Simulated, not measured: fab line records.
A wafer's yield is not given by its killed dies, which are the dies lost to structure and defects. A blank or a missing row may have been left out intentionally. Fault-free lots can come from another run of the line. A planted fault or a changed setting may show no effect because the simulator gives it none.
One fault through the eyes of 2 desks ; flow n5_finfet ; every desk sees just its own numbers, and what lay behind them comes last

## AT THE TOOL OWNER'S DESK: rie_diel-05
The tool's own readings at N5_BEOL_M2_ETCH_63 (etches SiARC in CF4, target depth 15.6 nm, time 26 s): means of the sampled wafers that have a number, for each lot that ran on this tool. Any lot whose mean is over 4 standard deviations away from the usual mean is out of limits and marked OUT; that distance is given in the brackets.
Columns: A = drypump_motor_current_A at N5_BEOL_M2_ETCH_63, usual 5.7 A; B = etch_rf_on_time_s at N5_BEOL_M2_ETCH_63, usual 25.1 s; C = oes_product_au at N5_BEOL_M2_ETCH_63, usual 0.71 a.u.; D = rf_vpp_V at N5_BEOL_M2_ETCH_63, usual 184.1 V; E = showerhead_plenum_p_Torr at N5_BEOL_M2_ETCH_63, usual 2.14 Torr; F = throttle_valve_pct at N5_BEOL_M2_ETCH_63, usual 15.67 %
lot;first seen here;A;B;C;D;E;F
L961;day 7 18:53;5.8;25.8;0.72;184.6;2.18;15.45
L967;day 9 18:03;5.8;25.2;0.73;184.0;2.14;15.61
L971;day 10 14:08;5.5;22.4;0.78;183.3;2.09;15.71
L972;day 10 22:52;5.6;22.8;0.75;184.5;2.13;15.60
Finding of this desk: none of the 4 lots has anything out of limits.

## FROM THE METROLOGY DESK
What the gauges read, lot by lot, whatever tool the lot ran on: means of the sampled wafers that have a number. Any lot whose mean is over 4 standard deviations away from the usual mean is out of limits and marked OUT; that distance is given in the brackets. Shown here are 7 of its 10 readings, the ones lying furthest out on some lot.
Columns: A = DIBL_P at N5_BEOL_M4_RC_MEAS_101, usual 34.8 mV/V; B = IOFF_P at N5_BEOL_M4_RC_MEAS_101, usual 0.19 nA/um; C = ION_N at N5_BEOL_M4_RC_MEAS_101, usual 677 uA/um; D = ION_P at N5_BEOL_M4_RC_MEAS_101, usual 462 uA/um; E = SS_N at N5_BEOL_M4_RC_MEAS_101, usual 71.4 mV/dec; F = VT_N at N5_BEOL_M4_RC_MEAS_101, usual 250 mV; G = VT_P at N5_BEOL_M4_RC_MEAS_101, usual -251 mV
lot;first seen here;A;B;C;D;E;F;G
L956;day 8 15:29;36.8;0.17;675;450;72.3;250;-256
L958;day 9 05:58;33.6;0.16;675;455;71.1;250;-256
L961;day 9 12:27;33.4;0.16;664;458;70.9;254;-252
L967;day 11 11:31;35.7;0.21;680;464;71.6;249;-250
L968;day 11 18:20;35.0;0.22;690;476;71.2;247;-249
L971;day 11 20:48;37.0;0.21;674;466;71.6;250;-252
L973;day 12 05:58;32.5;0.15;671;459;70.4;252;-253
L972;day 12 14:50;37.0;0.22;670;464;71.8;250;-248
L976;day 13 15:20;35.7;0.17;678;454;71.8;251;-256
L979;day 14 14:02;38.0;0.23;700;473;71.9;245;-249
Finding of this desk: none of the 10 lots has anything out of limits.

## PUT TOGETHER
Nothing out of limits was seen by the tool owner's desk.
From the metrology desk's view, nothing was out of limits.

## WHAT THE SIMULATOR PUT IN
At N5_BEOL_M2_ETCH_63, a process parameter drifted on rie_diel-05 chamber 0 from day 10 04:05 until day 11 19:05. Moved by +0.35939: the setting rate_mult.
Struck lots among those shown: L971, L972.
